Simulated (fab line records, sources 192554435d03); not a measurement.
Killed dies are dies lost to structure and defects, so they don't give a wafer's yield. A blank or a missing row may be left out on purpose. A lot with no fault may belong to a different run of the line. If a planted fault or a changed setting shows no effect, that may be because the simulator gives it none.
A lot that was struck, set against a sound lot + flow n5-finfet + 41 out of 1938 route steps
Sound: these wafers, L500.2, L500.5. Struck: wafer L516.3 (L516.5, L516.6, from the same lot, were not struck and are left out); the cause is given at the end.
Each step with rows lists, per side, the tool, then ch with its chambers, then its first start. Under that, the readings that differ: sound wafers + struck wafers + difference of the means + sigmas: that difference in standard deviations of wafers without a fault.
alike: readings with means less than 2 such deviations apart, plus words and numbers identical on both sides. not compared: withheld readings, readings lacking a value on some wafer, bounds such as >300 that could conceal the same value, and numbers that have no deviation in the record and whose values overlap.
Wherever a step has rows on one side only, a row that says differs or no value, or a row with sigmas, the two part there. When numbers do not overlap yet have no deviation, they are printed without sigmas and do not part them. A reading that every wafer of one side lacks parts them only if that side has two wafers or more.

first, 7 steps without rows for these wafers: N5_PMOS_HMC_CHANNEL_EPI_COAT_31 (time 60 s, resist thk 66 nm); N5_PMOS_HMC_CHANNEL_EPI_COAT_03 (resist thk 205 nm); N5_PMOS_HMC_CHANNEL_EPI_EBR_05; N5_PMOS_HMC_CHANNEL_EPI_SOFTBAKE_04 (time 60 s); N5_PMOS_HMC_CHANNEL_EPI_EXPOSE_06 (exposes mask PMOS HMC BLK, target cd 240 nm); N5_PMOS_HMC_CHANNEL_EPI_PEB_07 (peb time 60 s); N5_PMOS_HMC_CHANNEL_EPI_DEVELOP_08 (develop time 30 s).
N5_PMOS_HMC_CHANNEL_EPI_CD_MEAS_09: target cd 237.4 nm.
  sound on cd-sem-01 ch 0, day 1 17:22; struck on cd-sem-03 ch 0, day 5 17:16
  alike: cd-nm
N5_PMOS_HMC_CHANNEL_EPI_OVL_MEAS_10:
  sound on overlay-02 ch 0, day 1 17:24; struck on overlay-01 ch 0, day 5 17:17
  alike: PMOS_HMC_BLK_OVL
N5_PMOS_HMC_CHANNEL_EPI_INSPECT_11: inspects for defects (macro).
  sound: defect-inspect-01 at day 1 17:26; struck: defect-inspect-02 at day 5 17:19
| reading          | sound | struck | difference | sigmas |
|------------------|-------|--------|------------|--------|
| raw-defect-count | 3 3   | 0      | -3         | -2     |
then, 1 step without rows for these wafers: N5_PMOS_HMC_CHANNEL_EPI_DESCUM_14 (chemistry O2, time 7.9 s).
N5_PMOS_HMC_CHANNEL_EPI_ETCH_32: etches BARC in N2/H2, stops on SiO2, target depth 85.8 nm, time 50.3 s.
  sound on rie-diel-06 ch 0,1, day 1 17:40; struck on rie-diel-06 ch 2, day 5 17:23
  alike: chamber-pressure-mTorr, drypump-motor-current-A, h2-flow-sccm, oes-product-au, rf-vpp-V, showerhead-plenum-p-Torr, throttle-valve-pct
  not compared: rf-hours-counter-h
N5_PMOS_HMC_CHANNEL_EPI_HM_OPEN_15: chemistry CHF3/O2, target SiO2, target depth 40.6 nm, time 20.3 s.
  sound on rie-diel-06 ch 0,1, day 1 17:43; struck on rie-diel-06 ch 2, day 5 17:25
| reading                                                         | sound       | struck | difference | sigmas |
|-----------------------------------------------------------------|-------------|--------|------------|--------|
| oes-product-au (a.u.)                                           | 0.79 0.73   | 0.59   | -0.17      | -3     |
| model.CAR-ArF-block_of_PMOS_HMC_CHANNEL_EPI_COAT_03.thk-nm (nm) | 91.65 93.81 | 107.7  | +15.0      |        |
| model.etch.depth-nm (nm)                                        | 41.02 40.13 | 24.97  | -15.61     |        |
  alike: O2_flow_sccm, chamber-pressure-mTorr, drypump-motor-current-A, rf-vpp-V, showerhead-plenum-p-Torr, throttle-valve-pct
  not compared: rf-hours-counter-h
then, 3 steps without rows for these wafers: N5_PMOS_HMC_CHANNEL_EPI_STRIP_33 (strips in N2/H2); N5_PMOS_HMC_CHANNEL_EPI_STRIP_17 (strips in SPM, time 750 s); N5_PMOS_HMC_CHANNEL_EPI_ETCH_38 (etches SiO2 in CF4, target depth 1.5 nm).
N5_PMOS_HMC_CHANNEL_EPI_FIN_RECESS_16: chemistry HBr/Cl2, target Si, target depth 54 nm, time 18 s.
  sound on rie-si-04 ch 0, day 1 18:05; struck on rie-si-02 ch 2, day 5 17:48
  alike: chamber-pressure-mTorr, drypump-motor-current-A, oes-product-au, throttle-valve-pct
  not compared: rf-hours-counter-h
then, 11 steps without rows for these wafers: N5_PMOS_HMC_CHANNEL_EPI_PRECLEAN_36 (cleans in O3/DIW, time 45 s); N5_PMOS_HMC_CHANNEL_EPI_PRECLEAN_18 (cleans in DHF, time 30 s); N5_PMOS_HMC_CHANNEL_EPI_SRD_19 (time 30 s); N5_PMOS_HMC_CHANNEL_EPI_EPI_20 (deposits SiGe30, target thk 59 nm); N5_PMOS_HMC_CHANNEL_EPI_HM_STRIP_35 (strips SiO2 in dHF, material SiO2, target depth 39.6 nm, time 216 s); N5_PMOS_HMC_CHANNEL_EPI_SRD_39 (time 30 s); N5_PMOS_HMC_CHANNEL_EPI_CMP_21 (polishes SiGe30, target thk 54 nm); N5_PMOS_HMC_CHANNEL_EPI_PRECLEAN_40 (cleans in DHF, time 30 s); N5_PMOS_HMC_CHANNEL_EPI_PRECLEAN_37 (cleans in O3/DIW, time 45 s); N5_PMOS_HMC_CHANNEL_EPI_PRECLEAN_24 (cleans in DHF, time 30 s); N5_PMOS_HMC_CHANNEL_EPI_SRD_25 (time 30 s).
N5_PMOS_HMC_CHANNEL_EPI_EPI_26: deposits Si from SiH4/H2, target thk 3.8 nm, time 22.7 s.
  sound on epi-rpcvd-04 ch 0, day 1 20:04; struck on epi-rpcvd-01 ch 0, day 5 19:49
  alike: throttle-valve-pct
N5_PMOS_HMC_CHANNEL_EPI_INSPECT_30: inspects for defects (darkfield).
  sound: defect-inspect-01 at day 1 20:28; struck: defect-inspect-01 at day 5 20:05
  alike: raw-defect-count
then, 4 steps without rows for these wafers: N5_FIN_SAQP_PRECLEAN_42 (cleans in O3/DIW, time 60 s); N5_FIN_SAQP_PRECLEAN_00 (cleans in SC1, time 60 s); N5_FIN_SAQP_PRECLEAN_44 (cleans in SC2, time 45 s); N5_FIN_SAQP_SRD_01 (time 30 s).
N5_FIN_SAQP_ALD_61: deposits SiO2, target thk 4 nm, pulse time 1 s, purge time 2 s.
  the record has rows for the sound wafers here (ald-sin-03 ch 0,3, day 1 20:35) and none for the struck ones
N5_FIN_SAQP_DENSIFY_62: time 60 s.
  the record has rows for the sound wafers here (rtp-anneal-01 ch 0, day 1 20:50) and none for the struck ones
then, 1 step without rows for these wafers: N5_FIN_SAQP_HM_DEP_03 (deposits SiNx from SiH4/NH3/N2, target thk 38 nm, time 33.6 s).
N5_FIN_SAQP_THK_MEAS_05:
  sound wafers here have rows in the record (film-metro-01, day 1 21:06); struck ones have none
then, 2 steps without rows for these wafers: N5_FIN_SAQP_PECVD_47 (deposits a-Si from SiH4/He, target thk 45 nm, time 36.3 s); N5_FIN_SAQP_PECVD_48 (deposits SiNx from SiH4/NH3/N2, target thk 25 nm, time 22.1 s).
-- the record jumps here: 12 days lie between the struck wafers' starts before and after (it left off in module FIN_SAQP and takes up again in module PASSIVATION, whose first step shown is number 1936 of the route) --
N5_PASSIVATION_PROBE_49:
  sound: prober-02 at day 12 01:37; struck: prober-02 at day 17 11:13
| reading             | sound  | struck | difference | sigmas |
|---------------------|--------|--------|------------|--------|
| killed_at_M0_to_M3  | 46 35  | 14     | -26        | -3     |
| killed-at-front-end | 31 15  | 1131   | +1108      | +85    |
| killed-dies         | 116 85 | 1180   | +1080      | +54    |
| killed-on-rim       | 13 16  | 152    | +138       | +34    |
  alike: killed_at_M4_up, killed-at-contacts, killed-at-other, killed-open, killed-short

WHERE THEY PART
Last at N5_PASSIVATION_PROBE_49 as far as this record goes, first at N5_PMOS_HMC_CHANNEL_EPI_INSPECT_11.

WHY: what had been put in by the simulator
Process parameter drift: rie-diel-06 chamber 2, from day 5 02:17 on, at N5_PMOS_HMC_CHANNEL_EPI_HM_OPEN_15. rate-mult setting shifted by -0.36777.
